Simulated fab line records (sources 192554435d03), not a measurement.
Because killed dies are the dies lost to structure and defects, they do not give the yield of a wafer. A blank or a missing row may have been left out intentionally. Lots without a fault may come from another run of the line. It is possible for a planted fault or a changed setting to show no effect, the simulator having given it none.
Split-lot experiment | flow n5 finfet | route with 1938 steps; 7 lots, 21 wafers read

## SPLIT DETAILS
At N5_BEOL_M3_VIA_ETCH_34 (etches the open film in C4F6/O2, target depth 69.4 nm, time 65.9 s), the setting bias w was moved away from the recipe's 170 W on 10 of the 21 wafers read, by -14.5% to +10.9%. All remaining wafers had this setting at the recipe value.

The split's own step is where the reading is taken.

## THE READING
rf vpp V, in V, at N5_BEOL_M3_VIA_ETCH_34 (etches the open film in C4F6/O2, target depth 69.4 nm, time 65.9 s). Typical for fault-free wafers on this fab line: 664 V, with standard deviation 9.7 V.

wafer  | tool, chamber at the split | bias w as run, W | against the recipe | rf vpp V, V | against lot-mates on the recipe
L079.1 | rie diel-01, 1             | 185.6            | +9.2%              | 710         | no lot-mate on the recipe
L079.3 | rie diel-01, 3             | 185.6            | +9.2%              | 707         | no lot-mate on the recipe
L079.6 | rie diel-01, 3             | 185.6            | +9.2%              | 710         | no lot-mate on the recipe
L080.1 | rie diel-02, 1             | 157.7            | -7.2%              | 642         | -23
L080.2 | rie diel-02, 3             | 157.7            | -7.2%              | 642         | -23
L080.4 | rie diel-02, 0             | 170              | recipe             | 665         | -
L082.3 | rie diel-06, 0             | 170              | recipe             | 664         | -
L082.4 | rie diel-06, 3             | 170              | recipe             | 661         | -
L082.5 | rie diel-06, 0             | 146.6            | -13.8%             | 589         | -74
L083.2 | rie diel-02, 3             | 170              | recipe             | 681         | -
L083.3 | rie diel-02, 1             | 170              | recipe             | 681         | -
L083.6 | rie diel-02, 3             | 170              | recipe             | 683         | -
L092.1 | rie diel-01, 1             | 170              | recipe             | 661         | -
L092.5 | rie diel-01, 2             | 170              | recipe             | 675         | -
L092.6 | rie diel-01, 3             | 145.4            | -14.5%             | 584         | -84
L090.3 | rie diel-01, 2             | 170              | recipe             | 674         | -
L090.5 | rie diel-01, 0             | 170              | recipe             | 655         | -
L090.6 | rie diel-01, 1             | 188.6            | +10.9%             | 719         | +54
L096.2 | rie diel-02, 0             | 148.2            | -12.8%             | 597         | -68
L096.3 | rie diel-02, 3             | 148.2            | -12.8%             | 597         | -68
L096.6 | rie diel-02, 0             | 170              | recipe             | 665         | -

THE FIT
A straight line over all 21 wafers: rf vpp V changes by +5.12 V for each +1% of bias w; r = +0.98; the points scatter about the line by 9 V.
The same after taking each lot's own level away (the mean of its wafers on the recipe; 18 wafers): +5.19 V for each +1%; r = +0.98; scatter 7 V.
On that fit, the largest move of bias w shifts the reading by 75 V.
The span of the lots' own levels, 662.5 to 681.7 V, comes to 2.0 times the standard deviation stated above.
Consequently the slope shifts little with the lot-to-lot level, the two slopes agreeing.
Check: with one of the wafers moved furthest among these (-14.5%) left out of the fit, the line predicts -71.7 V for it against its lot-mates. It came out at -84 V against them.
Tool readings at the split's step, against how far the setting was moved: rf vpp V r = +0.98.

## ADDITIONAL SPLITS CARRIED BY THESE WAFERS
These wafers also went through other splits before the reading. Each is held against what the fit with the lots' levels taken away leaves over:
other split on the same wafers | wafers away from the commonest value | r with rf vpp V (lot level and that fit taken away)
N5_BEOL_M1_ETCH_70 bias w      | 6                                    | +0.24

## THE FILE'S OWN FIT
rf vpp V changes by +5.27 V for each +1% of bias w, r = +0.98.
